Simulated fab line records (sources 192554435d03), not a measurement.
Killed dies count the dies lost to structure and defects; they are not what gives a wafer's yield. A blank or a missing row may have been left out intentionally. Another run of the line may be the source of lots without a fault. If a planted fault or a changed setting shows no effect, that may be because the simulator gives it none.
Chamber matching ; flow n5Finfet ; N5_BEOL_M4_ETCHBACK_99 on rieDiel-05: 4 sister chambers
The step etches SiO2 in CHF3, target depth 5 nm, time 10.4 s. 4 wafers are shown with their chamber, then 8 later ones without.

## WAFERS PAIRED WITH THEIR CHAMBERS
wafer;chamber;showerheadPlenumPTorr (Torr)
L083.3;3;2.29
L090.1;0;2.10
L090.3;1;2.18
L091.2;2;2.08

## WAFERS WITHOUT THEIR CHAMBER
wafer;showerheadPlenumPTorr (Torr)
L091.5;2.09
L091.6;2.28
L095.3;2.09
L095.4;2.08
L095.6;2.08
L096.1;2.27
L096.4;2.17
L096.5;2.07

## THE CHAMBER EACH PASSED THROUGH
wafer;from the rows above;in truth
L091.5;can't be placed: 2 or 0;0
L091.6;3;3
L095.3;can't be placed: 2 or 0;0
L095.4;can't be placed: 2 or 0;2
L095.6;can't be placed: 2 or 0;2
L096.1;3;3
L096.4;1;1
L096.5;can't be placed: 2 or 0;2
Correct placement for 3 of the 8. Cannot be placed on the basis of these rows: 5; the candidates contain the true chamber in 5. 0 placed wrongly.
How it was worked out, from the rows above alone: a wafer's distance from a chamber is the root of the sum, over the readings, of the square of ((its reading less the chamber's mean) divided by the reading's scatter). If the next closest chamber is less than 2 further off than the closest, the wafer can't be placed; otherwise it belongs to the closest. A chamber's mean is the mean of its shown wafers. The scatter: root of mean squared gap, hidden wafer to nearest shown wafer, with one shown wafer a chamber.
